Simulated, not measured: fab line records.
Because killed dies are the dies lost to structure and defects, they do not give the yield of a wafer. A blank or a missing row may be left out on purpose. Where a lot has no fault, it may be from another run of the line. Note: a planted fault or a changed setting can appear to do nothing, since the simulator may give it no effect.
A lot that was struck, set against a sound lot + flow nand harc + 17 steps out of a route of 1302
Sound: wafers L833.2, L833.3, L833.5. Wafers L832.2, L832.4, L832.6 were the ones struck. The cause is named last.
Per side, at each step with rows, come the tool, then ch with its chambers, and then its first start. Under that, the readings that differ: sound wafers + struck wafers + difference of the means + sigmas: that difference in standard deviations of wafers without a fault.
alike: a reading whose means differ by less than 2 such deviations, as well as words and numbers matching on both sides. not compared: withheld readings; readings where some wafer has no value; bounds like >300 that might hide an equal value; numbers whose values overlap and for which the record gives no deviation.
Wherever a step has rows on one side only, a row that says differs or no value, or a row with sigmas, the two part there. Numbers that don't overlap but have no deviation are shown without sigmas and don't part them. Lack of a reading on every wafer of one side parts them only where that side has two or more wafers.

NHARC_THIN_TSV_DEP_43: deposits SiO2, target thk 1328.5 nm.
  sound on pecvd-01 ch 0,1, day 31 14:20; struck on pecvd-02 ch 0,1,2, day 30 21:37
  alike: rf fwd power W, showerhead vpp V, throttle valve pct
then, 8 steps without rows for these wafers: NHARC_THIN_TSV_DEHYDRATE_04 (time 120 s); NHARC_THIN_TSV_HMDS_05 (time 30 s); NHARC_THIN_TSV_COAT_06; NHARC_THIN_TSV_SOFTBAKE_07 (time 95 s); NHARC_THIN_TSV_EBR_08; NHARC_THIN_TSV_EXPOSE_09 (exposes mask TSV); NHARC_THIN_TSV_PEB_10 (peb time 85 s); NHARC_THIN_TSV_DEVELOP_11 (time 70 s).
NHARC_THIN_TSV_CD_MEAS_12: target cd 1000 nm.
  sound on cd sem-02 ch 0, day 31 15:03; struck on cd sem-03 ch 0, day 30 22:27
  alike: cd nm
then, 1 step without rows for these wafers: NHARC_THIN_TSV_HARDBAKE_13 (time 80 s).
NHARC_THIN_TSV_DESCUM_14: chemistry O2, time 3 s.
  sound on rie diel-13 ch 0,1,2, day 31 15:14; struck on rie diel-01 ch 1,3, day 30 22:37
  alike: drypump motor current A, o2 flow sccm, oes product au, rf vpp V, showerhead plenum p Torr, throttle valve pct
  not compared: rf hours counter h
NHARC_THIN_TSV_ETCH_44: etches the open film in CF4/O2, target depth 1594.2 nm, time 797.1 s.
  sound on rie diel-13 ch 1,2, day 31 15:21; struck on rie diel-01 ch 0,2,3, day 30 22:45
| reading                     | sound             | struck            | difference | sigmas      |
|-----------------------------|-------------------|-------------------|------------|-------------|
| drypump motor current A (A) | 5.2 5.0 5.2       | 6.3 5.7 6.2       | +0.9       | +2          |
| oes product au (a.u.)       | 1.011 1.000 0.998 | 1.247 1.236 1.243 | +0.239     | +31         |
| rf fwd power W (W)          | 300.1 299.5 299.8 | 419.3 418.8 420.3 | +119.7     | +99 or more |
  alike: o2 flow sccm, rf vpp V, showerhead plenum p Torr, throttle valve pct
  not compared: rf hours counter h
NHARC_THIN_TSV_ETCH_15: target depth 3000 nm, bosch target overetch cycles 2, bosch etch step 2.8 s.
  sound on rie si-03 ch 1,2, day 31 15:52; struck on rie si-02 ch 0,1,3, day 30 23:16
  alike: drypump motor current A
  not compared: rf hours counter h
NHARC_THIN_TSV_CD_MEAS_16:
  sound on cd sem-01, day 31 16:01; struck on cd sem-01, day 30 23:25
| reading    | sound              | struck            | difference | sigmas |
|------------|--------------------|-------------------|------------|--------|
| cd nm (nm) | 998.8 998.4 1000.5 | 994.5 996.2 994.4 | -4.2       | -2     |
NHARC_THIN_TSV_STRIP_45: strips in O2.
  sound on plasma asher-02 ch 0,1, day 31 16:08; struck on plasma asher-02 ch 0, day 30 23:31
  alike: drypump motor current A, heater power w
  not compared: rf hours counter h
NHARC_END_SORT_01:
  the record has rows for the struck wafers here (prober-01 ch 0, day 31 14:13) and none for the sound ones

## WHERE THEY PART
Earliest at NHARC_THIN_TSV_ETCH_44; latest, in this record, at NHARC_END_SORT_01.

WHY: whatever the simulator had introduced
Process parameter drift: rie diel-01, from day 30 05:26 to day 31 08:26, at NHARC_THIN_TSV_ETCH_44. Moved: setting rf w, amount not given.
